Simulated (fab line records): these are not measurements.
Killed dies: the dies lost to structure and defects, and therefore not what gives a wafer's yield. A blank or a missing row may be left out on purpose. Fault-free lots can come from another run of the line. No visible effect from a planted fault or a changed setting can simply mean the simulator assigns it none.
fab line records    flow n5_finfet
[record] lots = 7  wafers = 21
route steps=1938 shown BEOL_M14@1716
start_h: the number of hours between the record's first day and the start of the first shown wafer of the lot    wait_h: time in hours since the lot's previous step    " the same as in the row above    L1.1+2: a single row standing in for several wafers    - either no value or no given start    * or withheld: withheld    < > ~ a bound
route shown NAME@n: names a module that has steps shown in the file, with the first one's number in the route    usual: the fault-free wafers' mean and standard deviation    same: alike in all rows    chamber/n: place in a boat    sites: readings site by site    _std_site: the values' standard deviation    _edge_site: inner sites' mean taken away from outer sites' mean    radius_mm: for every site, how far away it sits from the centre of the wafer    mask NAME#n: copy n    behind: tool/chamber where the wafer was last shaped    hold: cause of the lot's hold/its duration in hours/its outcome    device: whichever transistor did not switch (one of n, p or np)    end of line: tests run on the same wafers once the route is complete    a step without rows: its recipe alone    killed: dies lost to structure and defects at the first sort, not the wafer's yield    map: a wafer's dies, marking killed ones x, the rest . and places with no die _
set.NAME: setting as actually run; set.NAME@STEP: the setting as run at that earlier step    model.NAME: the simulator's own value behind a step, which no gauge read
one table per step and one row per wafer, for lots whose settings were changed on purpose
[[steps]]
[step N5_BEOL_M14_ILD_DEP_00]
[recipe] material = SiO2  target_thk_a = 11193  temp_c = 400  precursor = TEOS/O2  pressure_torr = 6.5  rf_w = 900  teos_flow_sccm = 161.4  gas = O2  flow_sccm = 2650  time_s = 237.4
lot.wafer  tool      chamber  start_h  wait_h  set.time_s  model.SiO2_of_BEOL_M14_ILD_DEP_00.thk_nm
L075.1     pecvd-01  1        266.87   0.0     237.4       1105
L075.2     "         0        "        "       237.4       1109
L075.5     "         1        "        "       268.7       1276
L079.2     pecvd-04  1        274.58   0.0     237.4       1138
L079.3     "         0        "        "       265.7       1248
L079.4     "         0        "        "       237.4       1131
L078.1     pecvd-04  2        279.92   0.0     237.4       1110
L078.2     "         0        "        "       237.4       1115
L078.5     "         0        "        "       237.4       1129
L085.1     pecvd-03  0        316.49   0.0     265.7       1258
L085.5     "         1        "        "       237.4       1137
L085.6     "         0        "        "       265.7       1282
L090.2     pecvd-03  0        349.95   0.0     271.7       1254
L090.5     "         0        "        "       237.4       1118
L090.6     "         1        "        "       271.7       1277
L096.1     pecvd-03  2        375.25   0.0     251.1       1196
L096.4     "         2        "        "       237.4       1148
L096.6     "         0        "        "       237.4       1126
L097.1     pecvd-03  2        402.18   0.0     248.6       1162
L097.2     "         1        "        "       237.4       1098
L097.4     "         0        "        "       237.4       1123
[step N5_BEOL_M14_THK_MEAS_01]
[recipe] reads = SiO2_of_BEOL_M14_ILD_DEP_00
[usual] M14_ILD_THK = 1120/17
lot.wafer  tool           chamber  start_h  wait_h  set.time_s@BEOL_M14_ILD_DEP_00  M14_ILD_THK[nm]
L075.1     film_metro-02  -        267.06   0.1     237.4                           1105
L075.2     "              -        "        "       237.4                           1110
L075.5     "              -        "        "       268.7                           1275
L079.2     film_metro-01  -        274.77   0.1     237.4                           1138
L079.3     "              -        "        "       265.7                           1248
L079.4     "              -        "        "       237.4                           1131
L078.1     film_metro-02  -        280.11   0.1     237.4                           1109
L078.2     "              -        "        "       237.4                           1115
L078.5     "              -        "        "       237.4                           1129
L085.1     film_metro-02  -        316.68   0.1     265.7                           1258
L085.5     "              -        "        "       237.4                           1138
L085.6     "              -        "        "       265.7                           1283
L090.2     film_metro-01  -        350.14   0.1     271.7                           1253
L090.5     "              -        "        "       237.4                           1118
L090.6     "              -        "        "       271.7                           1277
L096.1     film_metro-02  -        375.44   0.1     251.1                           1197
L096.4     "              -        "        "       237.4                           1149
L096.6     "              -        "        "       237.4                           1126
L097.1     film_metro-02  -        402.37   0.1     248.6                           1162
L097.2     "              -        "        "       237.4                           1097
L097.4     "              -        "        "       237.4                           1123
[step N5_BEOL_M14_PEB_08]
[recipe] peb_temp_c = 130  peb_time_s = 90
lot.wafer   tool            chamber  start_h  wait_h  set.peb_time_s
L075.1+2+5  litho_track-04  0        267.25   0.1     90
L079.2      litho_track-04  0        275.09   0.0     82.1
L079.3+4    "               0        "        "       90
L078.1+2+5  litho_track-02  0        280.43   0.1     90
L085.1      litho_track-04  0        316.99   0.1     81.47
L085.5+6    "               0        "        "       90
L090.2      litho_track-02  0        350.46   0.0     90
L090.5+6    "               0        "        "       82.78
L096.1+4+6  litho_track-04  0        375.85   0.1     79.53
L097.1+2+4  litho_track-03  0        402.56   0.1     90
[step N5_BEOL_M14_DEVELOP_09]
[recipe] develop_time_s = 45  rinse_liquid = diw  dry = air_spin  dev_temp_c = 21
[step N5_BEOL_M14_HARDBAKE_14]
[recipe] temp_c = 130  time_s = 120
[step N5_BEOL_M14_DESCUM_15]
[recipe] chemistry = O2  time_s = 7.9  source_power_w = 50  bias_power_w = 20  pressure_mtorr = 20  rf_frequency_hz = 2.712e+07  temp_c = 40  o2_flow_sccm = 225
[step N5_BEOL_M14_ETCH_59]
[recipe] chemistry = N2/H2  target = BARC  target_depth_a = 890  overetch_a = 267  time_s = 67.9  ion_energy_ev = 200  pressure_mtorr = 30  source_w = 840  bias_w = 150  n2_flow_sccm = 200  h2_flow_sccm = 200
[step N5_BEOL_M14_VIA_ETCH_16]
[recipe] chemistry = C4F8/O2/Ar  target = SiO2  he_inner_torr = 15  he_outer_torr = 30  target_depth_a = 12313  time_s = withheld  ion_energy_ev = 800  pressure_mtorr = 20  source_w = 1905  bias_w = 2040  Ar_flow_sccm = 400  C4F8_flow_sccm = 16  O2_flow_sccm = 12  ends = cleared
lot.wafer  tool         chamber  start_h  wait_h  set.time_s@BEOL_M14_ILD_DEP_00  model.etch.depth_nm  model.coat_of_BEOL_M14_COAT_04.thk_nm
L075.1     rie_diel-04  2        267.54   0.0     *                               1105                 458.8
L075.2     "            3        "        "       *                               1109                 452
L075.5     "            2        "        "       *                               1276                 418.4
L079.2     rie_diel-06  2        275.38   0.0     *                               1138                 449.2
L079.3     "            1        "        "       *                               1248                 420.4
L079.4     "            2        "        "       *                               1131                 446.4
L078.1     rie_diel-05  1        280.72   0.0     *                               1110                 445.8
L078.2     "            0        "        "       *                               1115                 460.2
L078.5     "            0        "        "       *                               1129                 455.6
L085.1     rie_diel-05  2        317.30   0.0     *                               1258                 416.8
L085.5     "            0        "        "       *                               1137                 454
L085.6     "            3        "        "       *                               1282                 417.6
L090.2     rie_diel-06  2        350.76   0.0     *                               1254                 422.4
L090.5     "            3        "        "       *                               1118                 454.2
L090.6     "            1        "        "       *                               1277                 415.4
L096.1     rie_diel-04  1        376.24   0.0     *                               1196                 436.6
L096.4     "            3        "        "       *                               1148                 437.4
L096.6     "            1        "        "       *                               1126                 453
L097.1     rie_diel-06  2        402.85   0.0     *                               1162                 443.6
L097.2     "            1        "        "       *                               1098                 456.6
L097.4     "            0        "        "       *                               1123                 454
[step N5_BEOL_M14_SPUTTER_43]
[recipe] material = TaN  target_thk_a = 150  temp_c = 50  bias_v = 168.6  power_w = 15000  chamber_pressure_pa = 0.12  time_s = 24.19
lot.wafer   tool            chamber  start_h  wait_h  set.power_w  model.TaN_of_BEOL_M14_SPUTTER_43.thk_nm
L075.1+2    pvd_sputter-02  -        270.04   0.0     15000        15
L075.5      "               -        "        "       16230        16.4
L079.2      pvd_sputter-01  -        279.02   0.0     15000        15.2
L079.3      "               -        "        "       15000        15
L079.4      "               -        "        "       15000        14.8
L078.1+2+5  pvd_sputter-03  -        282.94   0.0     15000        15
L085.1+5    pvd_sputter-01  -        320.17   0.0     15000        15.2
L085.6      "               -        "        "       16050        16.2
L090.2+5    pvd_sputter-02  -        352.76   0.0     15000        15.4
L090.6      "               -        "        "       14050        14.2
L096.1+4    pvd_sputter-02  -        384.39   0.0     15000        15
L096.6      "               -        "        "       15000        15.2
L097.1+2    pvd_sputter-02  -        405.26   0.0     15000        15.2
L097.4      "               -        "        "       13920        14
[step N5_BEOL_M14_DEP_53]
[recipe] material = SiCN  target_thk_a = 500  temp_c = withheld  precursor = 3MS/NH3  pressure_torr = 3  rf_w = 675  time_s = 17.8
lot.wafer  tool      chamber  start_h  wait_h  set.time_s  model.SiCN_of_BEOL_M14_DEP_53.thk_nm
L075.1     pecvd-03  2        271.47   0.0     20.13       55.2
L075.2     "         1        "        "       17.8        48.2
L075.5     "         0        "        "       20.13       57
L079.2     pecvd-01  2        280.34   0.0     17.01       46.2
L079.3     "         0        "        "       17.8        49.4
L079.4     "         2        "        "       17.01       47.4
L078.1     pecvd-03  0        284.34   0.0     17.8        50.6
L078.2     "         2        "        "       17.8        50
L078.5     "         0        "        "       17.8        51
L085.1     pecvd-04  2        321.85   0.0     17.8        49.8
L085.5     "         2        "        "       16.71       47.6
L085.6     "         0        "        "       16.71       46.4
L090.2     pecvd-04  2        353.95   0.0     17.8        49.4
L090.5+6   "         1,0      "        "       19.1        53
L096.1     pecvd-03  1        385.55   0.0     15.61       43.6
L096.4     "         0        "        "       15.61       44.2
L096.6     "         1        "        "       17.8        50.2
L097.1     pecvd-01  2        406.82   0.0     17.8        48.8
L097.2     "         0        "        "       15.76       44
L097.4     "         0        "        "       15.76       44.2
[[key]]
[split] step = N5_BEOL_M14_ILD_DEP_00  setting = time_s  stated = 237.4  by = wafer
[response] step = N5_BEOL_M14_ILD_DEP_00  reading = model.SiO2_of_BEOL_M14_ILD_DEP_00.thk_nm  change = +10.9  per = 1%  r = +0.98
[response] step = N5_BEOL_M14_THK_MEAS_01  reading = M14_ILD_THK  change = +10.9  per = 1%  r = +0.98
[response] step = N5_BEOL_M14_VIA_ETCH_16  reading = model.etch.depth_nm  change = +10.9  per = 1%  r = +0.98
[response] step = N5_BEOL_M14_VIA_ETCH_16  reading = model.coat_of_BEOL_M14_COAT_04.thk_nm  change = -2.59  per = 1%  r = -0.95
[split] step = N5_BEOL_M14_PEB_08  setting = peb_time_s  stated = 90  by = wafer
response none clear
[split] step = N5_BEOL_M14_SPUTTER_43  setting = power_w  stated = 15000  by = wafer
[response] step = N5_BEOL_M14_SPUTTER_43  reading = model.TaN_of_BEOL_M14_SPUTTER_43.thk_nm  change = +0.167  per = 1%  r = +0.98
[split] step = N5_BEOL_M14_DEP_53  setting = time_s  stated = 17.8  by = wafer
[response] step = N5_BEOL_M14_DEP_53  reading = model.SiCN_of_BEOL_M14_DEP_53.thk_nm  change = +0.513  per = 1%  r = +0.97
